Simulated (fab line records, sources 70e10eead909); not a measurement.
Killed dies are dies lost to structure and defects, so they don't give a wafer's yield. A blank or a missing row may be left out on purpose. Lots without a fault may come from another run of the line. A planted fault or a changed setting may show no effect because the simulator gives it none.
Which tool did it? | flow nand_harc | 23 lots, 69 wafers sampled, at 1 step of a route of 1159

WHAT THE GAUGES READ, wafer by wafer
NHARC_P_BONDPAD_THK_MEAS_20: measures by xrf. Usual: thk_nm 161.2 nm, standard deviation 1.7.
lot  | measured     | on            | thk_nm (nm)       | flag
L074 | day 6 02:32  | film_metro-02 | 160.7 158.2 160.8 |
L075 | day 7 00:45  | film_metro-02 | 162.5 160.9 165.2 |
L076 | day 7 01:04  | film_metro-02 | 159.5 161.8 160.5 |
L077 | day 7 11:23  | film_metro-02 | 159.4 159.9 164.4 |
L078 | day 7 15:31  | film_metro-02 | 159.4 159.9 162.9 |
L079 | day 7 16:11  | film_metro-02 | 159.4 158.2 160.3 |
L080 | day 7 20:44  | film_metro-02 | 161.1 161.6 160.0 |
L081 | day 8 05:56  | film_metro-01 | 158.8 162.9 161.1 |
L082 | day 8 07:14  | film_metro-01 | 159.4 162.4 164.3 |
L083 | day 8 16:02  | film_metro-01 | 160.3 161.8 160.2 |
L087 | day 9 13:46  | film_metro-02 | 160.2 159.8 159.8 |
L086 | day 9 14:32  | film_metro-01 | 162.9 160.2 159.7 |
L085 | day 9 15:02  | film_metro-01 | 162.7 159.0 163.9 |
L089 | day 10 07:19 | film_metro-01 | 161.3 161.6 159.9 |
L088 | day 10 09:05 | film_metro-02 | 162.3 162.1 164.4 |
L091 | day 10 09:22 | film_metro-02 | 163.4 160.7 161.5 |
L090 | day 10 13:58 | film_metro-02 | 161.0 164.4 158.8 |
L092 | day 10 19:58 | film_metro-02 | 161.2 161.9 159.9 |
L094 | day 11 15:05 | film_metro-02 | 161.9 160.8 163.2 |
L093 | day 11 15:24 | film_metro-02 | 162.8 163.1 162.0 |
L095 | day 11 17:20 | film_metro-01 | 163.0 161.8 162.0 |
L096 | day 11 21:05 | film_metro-02 | 163.4 160.1 163.6 |
L097 | day 11 22:01 | film_metro-01 | 162.4 159.3 163.3 |

WHICH TOOL RAN EACH LOT (tool, then ch and the chambers of the sampled wafers, then the start)
The record holds no process step before these readings.

WHAT THE TOOLS THEMSELVES READ (means of the sampled wafers that have a number; where no wafer has one, the mark that the record gives instead)
The record holds no such reading with a usual standard deviation.

THE ANSWER, worked out from the rows above alone
Rule: a lot is off if the mean of its wafers that have a number lies more than 3 standard deviations from the usual mean. A lot without any number at a reading at which 4 lots or more have one is off too. The other lots that the step has rows for count as sound. The gauges are gone through in route order, then the tools' own readings, and for those a lot's mean is taken as printed above. The first step at which some lot is off is used, and at that step the reading that is off furthest; a lot without a number counts as furthest.
No lot is off at any reading shown: from this, nothing can be told.

WHAT THE SIMULATOR HAD PUT IN
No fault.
